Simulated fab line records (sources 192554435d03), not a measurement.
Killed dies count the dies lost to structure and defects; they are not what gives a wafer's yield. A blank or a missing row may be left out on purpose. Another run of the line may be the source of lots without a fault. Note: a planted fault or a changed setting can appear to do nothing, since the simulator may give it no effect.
Split-lot study | flow n5_finfet | 21 wafers read from 7 lots, route of 1938 steps

## THE SPLIT
At N5_BEOL_M6_ETCH_66 (etches SOC in N2/H2, target depth 80 nm, overetch 16 nm, time 120 s), the setting source_w was moved away from the recipe's 840 W on 5 of the 21 wafers read, by +6.1% to +15.7%. For the rest of the wafers, this setting stayed at what the recipe calls for.

The split's own step is where the reading is taken.

## THE READING
rf_vpp_V, in V, at N5_BEOL_M6_ETCH_66 (etches SOC in N2/H2, target depth 80 nm, overetch 16 nm, time 120 s). Fault-free wafers of this fab line usually give 523.7 V, standard deviation 2.5 V.

wafer  | tool, chamber at the split | source_w as run, W | against the recipe | rf_vpp_V, V | against lot-mates on the recipe
L077.2 | rie_diel-04, 1             | 891.3              | +6.1%              | 513.6       | -12.0
L077.5 | rie_diel-04, 2             | 840                | recipe             | 525.6       | -
L077.6 | rie_diel-04, 1             | 891.3              | +6.1%              | 514.5       | -11.1
L080.2 | rie_diel-02, 1             | 840                | recipe             | 523.9       | -
L080.3 | rie_diel-02, 2             | 916.2              | +9.1%              | 512.5       | -12.2
L080.5 | rie_diel-02, 3             | 840                | recipe             | 525.5       | -
L083.1 | rie_diel-02, 0             | 840                | recipe             | 520.0       | -
L083.2 | rie_diel-02, 1             | 840                | recipe             | 524.8       | -
L083.6 | rie_diel-02, 0             | 840                | recipe             | 521.3       | -
L087.2 | rie_diel-02, 1             | 840                | recipe             | 522.8       | -
L087.3 | rie_diel-02, 2             | 840                | recipe             | 526.7       | -
L087.6 | rie_diel-02, 2             | 840                | recipe             | 527.4       | -
L088.3 | rie_diel-04, 1             | 840                | recipe             | 522.6       | -
L088.4 | rie_diel-04, 0             | 840                | recipe             | 529.4       | -
L088.5 | rie_diel-04, 3             | 840                | recipe             | 525.6       | -
L093.2 | rie_diel-01, 1             | 971.9              | +15.7%             | 495.4       | -26.3
L093.4 | rie_diel-01, 0             | 840                | recipe             | 521.7       | -
L093.6 | rie_diel-01, 0             | 971.9              | +15.7%             | 496.8       | -24.9
L095.2 | rie_diel-01, 3             | 840                | recipe             | 519.8       | -
L095.4 | rie_diel-01, 2             | 840                | recipe             | 523.1       | -
L095.5 | rie_diel-01, 1             | 840                | recipe             | 520.3       | -

THE FIT
A straight line over all 21 wafers: rf_vpp_V changes by -1.69 V for each +1% of source_w; r = -0.96; the points scatter about the line by 2.7 V.
The same after taking each lot's own level away (the mean of its wafers on the recipe; 21 wafers): -1.62 V for each +1%; r = -0.98; scatter 1.9 V.
According to that fit, moving source_w by its largest amount changes the reading by 25 V.
Measured against the standard deviation above, the lots' own levels, which go from 521.07 to 525.87 V, span 1.9 times it.
The two slopes are in agreement: the lot-to-lot level therefore moves the slope only a little.
Check: for one of the wafers moved furthest among these (+15.7%), held out of the fit, the line's prediction against its lot-mates is -25 V. It came out at -26.3 V against them.
Tool readings at the split's step, against how far the setting was moved: rf_vpp_V r = -0.96.

## OTHER SPLITS APPLIED TO THESE WAFERS
Other splits were also applied to these wafers ahead of the reading. Each is held against what the fit with the lots' levels taken away leaves over:
other split on the same wafers | wafers away from the commonest value | r with rf_vpp_V (lot level and that fit taken away)
N5_BEOL_M4_PECVD_72 time_s     | 7                                    | +0.10
N5_BEOL_M5_VIA_ETCH_34 bias_w  | 6                                    | -0.03
N5_BEOL_M5_ETCH_41 source_w    | 8                                    | -0.21

## FILE'S OWN FIT
rf_vpp_V changes by -1.59 V for each +1% of source_w, r = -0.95.
